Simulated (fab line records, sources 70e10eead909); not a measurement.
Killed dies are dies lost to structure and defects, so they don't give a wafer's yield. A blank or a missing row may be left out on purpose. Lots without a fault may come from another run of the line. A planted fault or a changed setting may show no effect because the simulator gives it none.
fab line records | flow nand_harc
record lots=14 wafers=42 last_day=33
route steps=1302 shown A_CHANNEL_FILL_D1@504 A_BONDPAD@1226 END@1302
lots that met no fault: from a run of the same line without faults
start_h: hours from the record's first day to the start of the lot's first wafer shown | wait_h: hours since the lot's step before | " the same as in the row above | L1.1+2: a row that stands for several wafers | - no value, or no start given | * or withheld: withheld | < > ~ a bound
route shown NAME@n: a module of which the file shows steps, and the number in the route of the first | usual: mean/standard deviation of fault-free wafers | same: alike in all rows | chamber/n: place in a boat | sites: the reading at each site | _std_site: their standard deviation | _edge_site: outer sites' mean less inner sites' | radius_mm: how far each site lies from the wafer's centre | mask NAME#n: copy n | behind: the tool/chamber that last shaped the wafer | hold: why the lot was held/for how many hours/how that ended | device: the transistor (n, p or np) that didn't switch | end of line: the same wafers' tests at the end of the route | a step without rows: its recipe alone | killed: dies lost to structure and defects at the first sort, not the wafer's yield | map: a wafer's dies, x killed, . not, _ none there
set.NAME: the setting as run; set.NAME@STEP: as run at that earlier step | model.NAME: the simulator's own value behind a step, which no gauge read
steps of the route over a sample of lots; a table a step, a row a wafer
services: from which hour (start_h, from the record's first day; less than 0 if before it) a tool's chamber was out of use, for how many hours, and why
## steps
# step NHARC_A_CHANNEL_FILL_D1_CVD_05
# recipe target_thk_a=50 temp_c=550 material=poly-Si
# usual tube_center_temp_C=550/0.054 zone_power_upper_pct=6.9/0.57
# columns lot.wafer tool chamber start_h wait_h tube_center_temp_C zone_power_upper_pct
L621.1 lpcvd_poly-03 0 233.70 2.3 549.97 7.6
L621.4 " 0 " " 550.06 7.7
L621.6 " 0 " " 550.08 7.6
L622.2 lpcvd_poly-03 0 233.70 2.3 550.12 7.6
L622.5 " 0 " " 549.96 7.7
L622.6 " 0 " " 549.95 7.7
L623.2 lpcvd_poly-04 0 241.37 2.4 550.06 6.4
L623.5 " 0 " " 549.97 6.3
L623.6 " 0 " " 550.04 6.4
L624.2 lpcvd_poly-03 0 253.24 2.3 549.99 7.7
L624.4 " 0 " " 549.92 7.6
L624.6 " 0 " " 550.06 7.7
L626.1 lpcvd_poly-01 0 259.19 2.3 550.01 6.8
L626.2 " 0 " " 550 6.8
L626.3 " 0 " " 549.95 6.8
L630.2 lpcvd_poly-03 0 313.57 2.3 550.06 7.8
L630.4 " 0 " " 549.99 7.6
L630.5 " 0 " " 549.93 7.7
L631.1 lpcvd_poly-03 0 313.57 2.2 549.99 7.8
L631.3 " 0 " " 549.9 7.7
L631.6 " 0 " " 550.01 7.8
L634.1 lpcvd_poly-03 0 358.30 2.3 549.96 7.7
L634.4 " 0 " " 549.96 7.6
L634.6 " 0 " " 549.99 7.8
L635.1 lpcvd_poly-03 0 366.90 4.4 550.01 7.7
L635.2 " 0 " " 550.03 7.7
L635.5 " 0 " " 550.01 7.7
L636.1 lpcvd_poly-04 0 373.09 2.4 550.04 6.3
L636.3 " 0 " " 550.11 6.2
L636.6 " 0 " " 549.99 6.3
L639.4 lpcvd_poly-04 0 400.34 2.4 550.03 6.2
L639.5 " 0 " " 550.06 6.2
L639.6 " 0 " " 549.92 6.3
L640.2 lpcvd_poly-04 0 407.02 3.9 549.96 6.4
L640.3 " 0 " " 549.99 6.4
L640.6 " 0 " " 550.03 6.4
L643.2 lpcvd_poly-04 0 433.42 2.4 549.94 6.4
L643.3 " 0 " " 549.97 6.3
L643.4 " 0 " " 549.93 6.3
L644.1 lpcvd_poly-04 0 446.18 2.4 550.08 6.3
L644.2 " 0 " " 549.96 6.3
L644.5 " 0 " " 549.96 6.3
# step NHARC_A_BONDPAD_PRE_CLEAN_26
# recipe time_s=30 temp_c=280 gas=H2/He
# usual heater_power_w=428/46
# columns lot.wafer tool chamber start_h wait_h heater_power_w
L623.2 pvd_sputter-02 - - - 411
L623.5 " - " " 439
L623.6 " - " " 500
L621.4 pvd_sputter-03 - - - 420
L621.1 " - " " 380
L621.6 " - " " 422
L622.2 pvd_sputter-03 - - - 476
L622.6 " - " " 467
L622.5 " - " " 409
L624.4 pvd_sputter-02 - - - 445
L624.2 " - " " 427
L624.6 " - " " 435
L626.1 pvd_sputter-02 - - - 438
L626.2 " - " " 439
L626.3 " - " " 416
L630.4 pvd_sputter-03 - - - 388
L630.2 " - " " 474
L630.5 " - " " 388
L631.3 pvd_sputter-03 - - - 383
L631.1 " - " " 405
L631.6 " - " " 377
L634.1 pvd_sputter-02 - - - 460
L634.4 " - " " 495
L634.6 " - " " 436
L636.1 pvd_sputter-01 - - - 400
L636.3 " - " " 383
L636.6 " - " " 398
L635.2 pvd_sputter-03 - - - 464
L635.1 " - " " 385
L635.5 " - " " 420
L639.4 pvd_sputter-03 - - - 396
L639.5 " - " " 484
L639.6 " - " " 393
L640.3 pvd_sputter-01 - - - 473
L640.2 " - " " 337
L640.6 " - " " 387
L643.2 pvd_sputter-02 - - - 438
L643.3 " - " " 508
L643.4 " - " " 439
L644.1 pvd_sputter-01 - - - 340
L644.2 " - " " 398
L644.5 " - " " 331
# step NHARC_END_SORT_01
# recipe temp_c=25
# usual killed_at_array=61/24 killed_at_other=1.2/1.3 killed_at_periphery=3.7/2.6 killed_dies=66/23 killed_open=3.3/1.8 killed_short=2.4/1.6
# same gross_dies=677
# columns lot.wafer tool chamber start_h wait_h killed_at_array killed_at_other killed_at_periphery killed_dies killed_open killed_short
L634.1 prober-01 0 703.95 2.5 149 2 6 157 4 1
L634.4 prober-01 0 706.35 3.4 146 1 6 153 2 1
L634.6 prober-01 0 707.94 4.0 158 2 2 162 3 4
L635.1 prober-01 0 716.55 2.5 145 1 4 150 1 2
L635.2 prober-01 0 717.35 2.8 150 1 4 155 3 1
L635.5 prober-01 0 719.76 3.7 137 3 1 141 3 2
# killed by level:class
L634.1 A_CHANNEL_FILL_D1:unspecified=103 A_CHANNEL_HOLE_D1:chamber_film_flake=28 A_CHANNEL_HOLE_D2:chamber_film_flake=6 A_STAIRCASE:chamber_film_flake=4 P_CONTACT:chamber_film_flake=3 A_M0:geometric_particle:open=2 P_GATE:chamber_film_flake=2 THIN_TSV:chamber_film_flake=2
L634.4 A_CHANNEL_FILL_D1:unspecified=97 A_CHANNEL_HOLE_D1:chamber_film_flake=31 A_STAIRCASE:chamber_film_flake=7 P_GATE:chamber_film_flake=3 A_DECK1_JOINT:chamber_film_flake=3 A_CHANNEL_HOLE_D2:chamber_film_flake=3 A_SLIT:chamber_film_flake=2 P_GATE:geometric_particle:open=1
L634.6 A_CHANNEL_FILL_D1:unspecified=103 A_CHANNEL_HOLE_D1:chamber_film_flake=32 A_CHANNEL_HOLE_D2:chamber_film_flake=4 A_STAIRCASE:chamber_film_flake=4 A_SLIT:chamber_film_flake=4 A_CHANNEL_FILL_D2:geometric_particle:short=2 THIN_TSV:chamber_film_flake=2 A_DECK1_JOINT:chamber_film_flake=2
L635.1 A_CHANNEL_FILL_D1:unspecified=93 A_CHANNEL_HOLE_D1:chamber_film_flake=40 A_STAIRCASE:chamber_film_flake=5 P_CONTACT:chamber_film_flake=3 A_SLIT:chamber_film_flake=2 A_ONON_D1:geometric_particle:open=1 A_ONON_D2:geometric_particle:short=1 A_SGD_CUT:geometric_particle:short=1
L635.2 A_CHANNEL_FILL_D1:unspecified=103 A_CHANNEL_HOLE_D1:chamber_film_flake=29 A_SLIT:chamber_film_flake=7 A_CONTACT:chamber_film_flake=4 A_STAIRCASE:chamber_film_flake=3 P_CONTACT:geometric_particle:open=2 P_M0:geometric_particle:open=1 A_ONON_D2:geometric_particle:short=1
L635.5 A_CHANNEL_FILL_D1:unspecified=94 A_CHANNEL_HOLE_D1:chamber_film_flake=31 A_SLIT:chamber_film_flake=3 THIN_TSV:chamber_film_flake=3 A_SGD_CUT:chamber_film_flake=2 P_CONTACT:geometric_particle:open=1 A_CHANNEL_FILL_D1:geometric_particle:short=1 A_WL_FILL:geometric_particle:short=1
## services
# columns tool chamber start_h hours kind
pvd_sputter-03 - 223.56 3.3 repair
pvd_sputter-01 - 226.02 10.0 pm
pvd_sputter-02 - 282.00 10.0 pm
pvd_sputter-02 - 320.24 2.9 repair
pvd_sputter-01 - 342.37 5.3 repair
pvd_sputter-03 - 348.03 10.0 pm
lpcvd_poly-04 - 358.18 8.9 repair
pvd_sputter-03 - 363.26 1.7 repair
lpcvd_poly-03 - 386.44 26.0 pm
pvd_sputter-01 - 404.02 10.0 pm
pvd_sputter-03 - 425.40 0.6 repair
pvd_sputter-02 - 460.00 10.0 pm
pvd_sputter-01 - 472.29 2.2 repair
pvd_sputter-03 - 526.03 10.0 pm
pvd_sputter-02 - 549.35 4.2 repair
pvd_sputter-03 - 556.62 3.0 repair
lpcvd_poly-01 - 566.00 26.0 pm
pvd_sputter-02 - 566.96 0.5 repair
pvd_sputter-01 - 582.02 10.0 pm
lpcvd_poly-03 - 589.08 12.7 repair
pvd_sputter-02 - 601.48 8.7 repair
pvd_sputter-02 - 638.00 10.0 pm
pvd_sputter-03 - 704.03 10.0 pm
## key
first_sign step=NHARC_END_SORT_01 reading=killed_dies direction=up sigmas=3.8 usual=66 struck=153
effect step=NHARC_END_SORT_01 reading=killed_at_array direction=up sigmas=3.6 usual=61 struck=148
more_kills_born_at NHARC_A_CHANNEL_FILL_D1_CVD_05@lpcvd_poly-03=593
met_at NHARC_A_CHANNEL_FILL_D1_CVD_05
struck_lots L634,L635
tester_left_out L634,L635
not_acting_at NHARC_A_BONDPAD_PRE_CLEAN_26
onset_between 313.57 358.30
fault kind=chamber_particle_source tool=lpcvd_poly-03 chamber=- onset_h=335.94 steps=NHARC_A_CHANNEL_FILL_D1_CVD_05 rate_per_visit_cm2=1.8153 end_h=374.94
# tester_left_out: of these lots the tester's yield and bins aren't shown, on N5 and GAA mostly nor the transistor test; their killed dies are dies lost to structure and defects alone, not to doping, threshold or leakage, so they don't give the yield
